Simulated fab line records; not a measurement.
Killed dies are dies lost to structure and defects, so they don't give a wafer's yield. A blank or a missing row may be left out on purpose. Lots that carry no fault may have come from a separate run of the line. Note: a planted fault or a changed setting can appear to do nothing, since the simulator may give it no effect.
A lot that was struck, set against a sound lot / flow n5 finfet / 14 out of 1938 route steps
Sound: the wafers L682.1, L682.4, L682.6. Wafers L686.1, L686.2, L686.4 were the ones struck. At the end, the cause is stated.
Order at every step that has rows: each side's tool, ch and its chambers, its first start. Under that, the readings that differ: sound wafers / struck wafers / difference of the means / sigmas: that difference in standard deviations of wafers without a fault.
alike: same words and numbers on both sides, and readings whose means sit less than 2 such deviations apart. not compared: any withheld reading, any reading some wafer has no value for, any bound like >300 that may hide the same value, and any number with overlapping values for which the record gives no deviation.
Wherever a step has rows on one side only, a row that says differs or no value, or a row with sigmas, the two part there. Non-overlapping numbers with no deviation appear without sigmas and do not part them. A reading that every wafer of one side lacks parts them only if that side has two wafers or more.

first, 1 step without rows for these wafers: N5_BEOL_M14_PRE_CLEAN_52 (time 15 s).
N5_BEOL_M14_DEP_53: deposits SiCN from 3MS/NH3, target thk 50 nm, time 17.8 s.
  sound on pecvd-04 ch 0,2, day 11 18:41; struck on pecvd-02 ch 0,1,2, day 12 22:20
  alike: showerhead plenum p Torr, throttle valve pct
N5_BEOL_M14_RS_MEAS_54: the measuring method here is four-point-probe.
  sound on film metro-01, day 11 18:46; struck on film metro-01, day 12 22:24
  alike: M14_RS
N5_BEOL_M14_INSPECT_55: inspects for defects (darkfield).
  sound on defect inspect-02, day 11 18:47; struck on defect inspect-01, day 12 22:26
  alike: raw defect count
N5_BEOL_M15_ILD_DEP_00: deposits SiO2 from TEOS/O2, target thk 1629.3 nm, time 346.1 s.
  sound on pecvd-01 ch 1,2, day 11 18:49; struck on pecvd-04 ch 0,2, day 12 22:28
reading=throttle valve pct (%); sound=17.7 17.5 15.9; struck=17.5 23.4 23.2; difference=+4.3; sigmas=+2
  alike: heater power w, showerhead plenum p Torr
N5_BEOL_M15_THK_MEAS_01:
  sound on film metro-02, day 11 19:04; struck on film metro-02, day 12 22:43
  alike: M15_ILD_THK
then, 6 steps without rows for these wafers: N5_BEOL_M15_COAT_58 (time 60 s, resist thk 89 nm); N5_BEOL_M15_COAT_04 (resist thk 800 nm); N5_BEOL_M15_EBR_06; N5_BEOL_M15_SOFTBAKE_05 (time 60 s); N5_BEOL_M15_EXPOSE_07 (exposes mask V14); N5_BEOL_M15_PEB_08 (peb time 90 s).
N5_BEOL_M15_DEVELOP_09: develop time 45 s.
  struck on litho track-04, day 12 23:02; sound on litho track-04 ch 0, day 11 19:23
  no value came back on the struck wafers for chill plate temp C (C), develop time s (s); on the sound wafers chill plate temp C (C) reads 23.03 22.98 23.03
reading=model.coat_of_BEOL_M15_COAT_04.thk nm (nm); sound=785.6 783.8 784; struck=803.2 802.2 803.6; difference=+18.5; sigmas=
then, 1 step without rows for these wafers: N5_BEOL_M15_HARDBAKE_14 (time 120 s).

## WHERE THEY PART
At N5_BEOL_M15_ILD_DEP_00 first; at N5_BEOL_M15_DEVELOP_09 last (within this record only).

WHY: what the simulator had put in
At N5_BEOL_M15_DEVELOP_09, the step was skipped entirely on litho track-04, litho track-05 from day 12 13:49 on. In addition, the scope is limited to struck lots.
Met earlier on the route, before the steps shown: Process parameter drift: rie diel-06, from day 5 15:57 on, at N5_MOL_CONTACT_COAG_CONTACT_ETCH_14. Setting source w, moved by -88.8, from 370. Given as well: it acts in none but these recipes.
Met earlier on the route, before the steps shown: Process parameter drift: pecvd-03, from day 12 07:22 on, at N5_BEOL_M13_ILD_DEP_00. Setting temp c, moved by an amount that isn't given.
